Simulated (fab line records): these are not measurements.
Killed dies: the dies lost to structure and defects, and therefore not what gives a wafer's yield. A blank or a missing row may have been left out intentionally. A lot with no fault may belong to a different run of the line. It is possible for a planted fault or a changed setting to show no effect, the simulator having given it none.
Problem report in the 8D (eight disciplines) form, filled by code / flow n5 finfet / the parts of the form that need people (team, actions taken, sign-off) are left out

== 1. THE PROBLEM ==
At N5_DUMMY_GATE_CMP_04, time to endpoint s averages 25.0 s over 6 wafers from 2 lots, while fault-free wafers read 13.7 s, standard deviation 2. Measured from the usual mean, that is +5.6 standard deviations.
The step: polishes a-Si.
Seen first at day 5 20:14 on cmp-02, wafer L569.2. The record has a number at this step for 27 wafers belonging to 9 lots. Rule for "out" (also "out of limits"): further than 4 standard deviations from the usual mean. Any other wafer with a number is counted as sound.

== 2. WHAT THIS IS AND IS NOT ==
question=which readings at this step; is=time to endpoint s; is not=motor current A
question=which lots; is=L569, L570; is not=L557, L558, L559, L560, L561, L566, L567
question=which wafers of those lots; is=all that have a number; is not=-
question=read on which tools; is=cmp-02, cmp-04; is not=cmp-01
question=when; is=from day 5 20:14; is not=up to then (21 sound wafers)

== 3. THE SUSPECTS, EACH WITH WHAT RULES IT OUT ==
Counting: a tool stays on the suspect list if, at a process step up to the reading, it processed all lots that are out and no sound lot following the first of them.
- rtp anneal-01 at N5_STI_FIN_REVEAL_DENSIFY_30: kept. Every lot that is out went through it, starting with L569 (day 5 11:43), and after that it ran no sound lot; the last sound lot it ran before then is L567 (day 4 23:44).
- vapor etch-02 at N5_STI_FIN_REVEAL_RECESS_09 (chemistry HF/NH3, target SiO2, afs cycles 11, target depth 42.5 nm, sublimation time 60 s): kept. Every lot that is out went through it, starting with L569 (day 5 12:37), and after that it ran no sound lot; the last sound lot it ran before then is L566 (day 4 19:29).
- lpcvd-01 at N5_DUMMY_GATE_CVD_03 (deposits a-Si from SiH4, target thk 150 nm, time 8042 s): kept. Every lot that is out went through it, starting with L569 (day 5 16:26), and after that it ran no sound lot; the last sound lot it ran before then is L567 (day 5 03:14).
rtp anneal-01 at N5_STI_FIN_REVEAL_DENSIFY_30, vapor etch-02 at N5_STI_FIN_REVEAL_RECESS_09 and lpcvd-01 at N5_DUMMY_GATE_CVD_03 are what is left after counting.

== 4. THE CAUSE (what the simulator had put in) ==
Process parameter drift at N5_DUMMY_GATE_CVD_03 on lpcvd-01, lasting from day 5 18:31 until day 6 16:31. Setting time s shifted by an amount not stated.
After counting, 3 suspects remain, this tool included.

== 5. THE CHAIN OF EFFECTS, in route order ==
Each row: a reading whose mean over the struck wafers that have a number lies more than 3 standard deviations from the usual. Only readings whose record carries a usual standard deviation are examined. hours: median over the lots of the time between each lot's start at the first step of this table that gives one and its start at this step. sigmas: the change, counted in usual standard deviations.
hours=0; step=N5_DUMMY_GATE_CMP_04; reading=time to endpoint s; usual=13.7 s; on struck wafers=25.0; change=+11.3; sigmas=+5.6
Process steps it contains:
- N5_DUMMY_GATE_CMP_04: polishes a-Si.
Later measuring or inspecting steps at which every struck wafer that the step has a row for has a number for every such reading, and none has moved that far: N5_BEOL_M4_RC_MEAS_101.

== 6. WHAT WOULD HAVE CAUGHT IT SOONER ==
In this record the first reading out of limits was taken at day 5 20:14, 2 hours after the fault began at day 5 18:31.
An alarm limit of 4 standard deviations would not have fired on the tool readings at N5_DUMMY_GATE_CVD_03 for which the record gives a usual standard deviation, since none of them was out on any struck wafer.
Lots out: 2; of these, L570 started N5_DUMMY_GATE_CVD_03 on lpcvd-01 after day 5 20:14. Putting the tool on hold at that point would have spared it.
